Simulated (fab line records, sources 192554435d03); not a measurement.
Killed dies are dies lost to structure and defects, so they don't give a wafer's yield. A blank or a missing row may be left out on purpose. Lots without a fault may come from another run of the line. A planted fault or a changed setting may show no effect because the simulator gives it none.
One fault seen from 2 desks | flow n5_finfet | each desk has only its own numbers; what lay behind them comes last

THE TOOL OWNER'S DESK: ald_metal-03
The tool's own readings at N5_BEOL_M5_ALD_86 (deposits TaN, pulse time 2 s, purge time 3 s, co reactant purge time 2 s): means of the sampled wafers that have a number, for each lot that ran on this tool. A lot is out of limits, marked OUT, if its mean lies more than 4 standard deviations from the usual mean; the brackets give that distance.
Columns: A = heater_power_w at N5_BEOL_M5_ALD_86, usual 402 W; B = mfc_carrier_sccm at N5_BEOL_M5_ALD_86, usual 1500 sccm
lot  | first seen here | A   | B
L363 | day 11 19:46    | 436 | 1497
L371 | day 13 17:37    | 417 | 1500
This desk's finding: nothing out of limits on any of the 2 lots.

THE METROLOGY DESK
What the gauges read, lot by lot, whatever tool the lot ran on: means of the sampled wafers that have a number. A lot is out of limits, marked OUT, if its mean lies more than 4 standard deviations from the usual mean; the brackets give that distance.
Columns: A = trench_depth_nm at N5_BEOL_M5_OCD_MEAS_38, usual 71.9 nm; B = cd_nm at N5_BEOL_M5_CD_MEAS_35, usual 28.2 nm
lot  | first seen here | A    | B
L360 | day 10 07:55    | 71.2 | 28.2
L363 | day 11 18:32    | 71.6 | 28.5
L366 | day 12 06:33    | 72.3 | 27.8
L370 | day 13 07:36    | 71.9 | 28.3
L371 | day 13 16:10    | 71.8 | 27.9
This desk's finding: nothing out of limits on any of the 5 lots.

PUT TOGETHER
The tool owner's desk saw nothing out of limits.
The metrology desk saw nothing out of limits.

WHAT THE SIMULATOR HAD PUT IN
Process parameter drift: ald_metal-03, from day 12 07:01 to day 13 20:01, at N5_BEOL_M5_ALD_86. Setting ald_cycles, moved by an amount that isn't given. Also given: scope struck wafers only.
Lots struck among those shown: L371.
